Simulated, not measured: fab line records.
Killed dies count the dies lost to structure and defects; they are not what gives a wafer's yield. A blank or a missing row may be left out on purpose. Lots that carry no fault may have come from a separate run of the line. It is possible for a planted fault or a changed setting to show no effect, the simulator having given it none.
Which of the tools did it? -- flow n5-finfet -- 33 wafers from 11 lots sampled at 3 of the route's 1938 steps

WHAT EACH GAUGE READ, for each wafer
N5_BEOL_M15_CD_MEAS_28 targets a cd of 407.6 nm. Usual: cd-nm at 406.5 nm, with a standard deviation of 1.1.
lot,measured,on,cd-nm (nm),flag
L808,day 12 03:34,cd-sem-02,407.4 408.4 408.9,
L810,day 12 14:45,cd-sem-03,405.0 405.4 405.8,
L812,day 13 18:19,cd-sem-01,406.1 406.9 406.6,
L813,day 13 02:41,cd-sem-02,406.2 405.6 405.8,
L815,day 14 22:59,cd-sem-02,408.0 408.0 407.4,
L816,day 14 13:45,cd-sem-01,407.5 407.9 408.0,
L818,day 15 00:09,cd-sem-03,407.1 407.9 407.6,
L819,day 15 18:16,cd-sem-01,407.0 406.5 408.7,
L820,day 15 04:20,cd-sem-02,406.0 405.4 405.3,
L822,day 16 03:55,cd-sem-01,406.3 406.7 407.1,
L821,day 16 11:32,cd-sem-03,406.1 406.2 405.6,

WHICH TOOL RAN EACH LOT (tool, then ch and the chambers of the sampled wafers, then the start)
lot,N5_BEOL_M2_ALD_98,N5_BEOL_M15_STRIP_63
L808,"ald-sin-02 ch 0,2,3, day 6 20:52","rie-diel-06 ch 1,2,3, day 12 03:34 or earlier"
L810,"ald-sin-01 ch 2,3, day 7 01:52","rie-diel-03 ch 0,1, day 12 14:45 or earlier"
L812,"ald-sin-03 ch 0,1,2, day 7 10:58","rie-diel-06 ch 0,1, day 13 18:19 or earlier"
L813,"ald-sin-02 ch 0,1,2, day 7 23:19","rie-diel-03 ch 0,1,2, day 13 02:41 or earlier"
L815,"ald-sin-01 ch 0,1,2, day 8 16:46","rie-diel-03 ch 1,2,3, day 14 22:59 or earlier"
L816,"ald-sin-01 ch 0,2, day 8 16:52","rie-diel-03 ch 0,1,3, day 14 13:45 or earlier"
L818,"ald-sin-01 ch 0,2,3, day 9 10:56","rie-diel-01 ch 0,2, day 15 00:09 or earlier"
L819,"ald-sin-01 ch 0,2,3, day 9 18:34","rie-diel-01 ch 1,2, day 15 18:16 or earlier"
L820,"ald-sin-01 ch 0,2,3, day 9 18:45","rie-diel-01 ch 0,3, day 15 04:20 or earlier"
L822,"ald-sin-01 ch 0,1,2, day 10 01:25","rie-diel-01 ch 1,2, day 16 03:55 or earlier"
L821,"ald-sin-01 ch 1,2,3, day 10 01:34","rie-diel-03 ch 1,2, day 16 11:32 or earlier"
- N5_BEOL_M2_ALD_98: deposits SiO2, target thk 2.5 nm, pulse time 1 s, co reactant pulse time 1 s.
- N5_BEOL_M15_STRIP_63: strips in O2.

WHAT THE TOOLS THEMSELVES READ (means of the sampled wafers that have a number; where no wafer has one, the mark that the record gives instead)
N5_BEOL_M2_ALD_98. Usual: heater-power-w 79 W, standard deviation 10; precursor-pulse-height-rel 1.001, standard deviation 0.02.
lot,tool,heater-power-w (W),precursor-pulse-height-rel,flag
L808,ald-sin-02,83,0.993,
L810,ald-sin-01,73,1.003,
L812,ald-sin-03,73,1.006,
L813,ald-sin-02,80,1.013,
L815,ald-sin-01,77,0.963,
L816,ald-sin-01,72,1.018,
L818,ald-sin-01,72,1.014,
L819,ald-sin-01,72,1.009,
L820,ald-sin-01,73,1.000,
L822,ald-sin-01,77,0.981,
L821,ald-sin-01,77,1.008,

N5_BEOL_M15_STRIP_63. Usual: drypump-motor-current-A 5.48 A, standard deviation 0.26; oes-product-au 0.80 a.u., standard deviation 0.1; rf-vpp-V 3.6 V, standard deviation 0.76; showerhead-plenum-p-Torr 2.06 Torr, standard deviation 0.078; throttle-valve-pct 16.64 %, standard deviation 0.29.
lot,tool,drypump-motor-current-A (A),oes-product-au (a.u.),rf-vpp-V (V),showerhead-plenum-p-Torr (Torr),throttle-valve-pct (%),flag
L808,rie-diel-06,5.65,0.78,4.1,2.10,16.52,
L810,rie-diel-03,5.43,0.72,4.1,2.02,16.58,
L812,rie-diel-06,5.78,0.84,3.2,2.13,16.41,
L813,rie-diel-03,5.36,0.72,3.5,2.02,16.78,
L815,rie-diel-03,5.41,0.79,3.2,2.02,16.77,
L816,rie-diel-03,5.49,0.79,3.9,2.01,16.56,
L818,rie-diel-01,5.27,0.85,3.4,2.09,16.74,
L819,rie-diel-01,5.63,0.98,3.6,2.12,16.42,
L820,rie-diel-01,5.26,0.76,3.2,2.07,16.73,
L822,rie-diel-01,5.62,0.96,3.8,2.12,16.42,
L821,rie-diel-03,5.25,0.72,3.3,1.96,16.76,

THE ANSWER, worked out from the rows above alone
Rule: take the mean of a lot's wafers that have a number; if it is more than 3 standard deviations from the usual mean, the lot is off. Also off: a lot with no number at a reading for which 4 or more lots have one. Any other lot the step has rows for is counted as sound. First the gauges in route order, then the tools' own readings, where a lot's mean is used as printed above. At the first step where some lot is off, the reading lying furthest off is the one used; lots without a number count as furthest.
None of the lots is off at any reading shown; this tells nothing.

WHAT THE SIMULATOR PUT IN
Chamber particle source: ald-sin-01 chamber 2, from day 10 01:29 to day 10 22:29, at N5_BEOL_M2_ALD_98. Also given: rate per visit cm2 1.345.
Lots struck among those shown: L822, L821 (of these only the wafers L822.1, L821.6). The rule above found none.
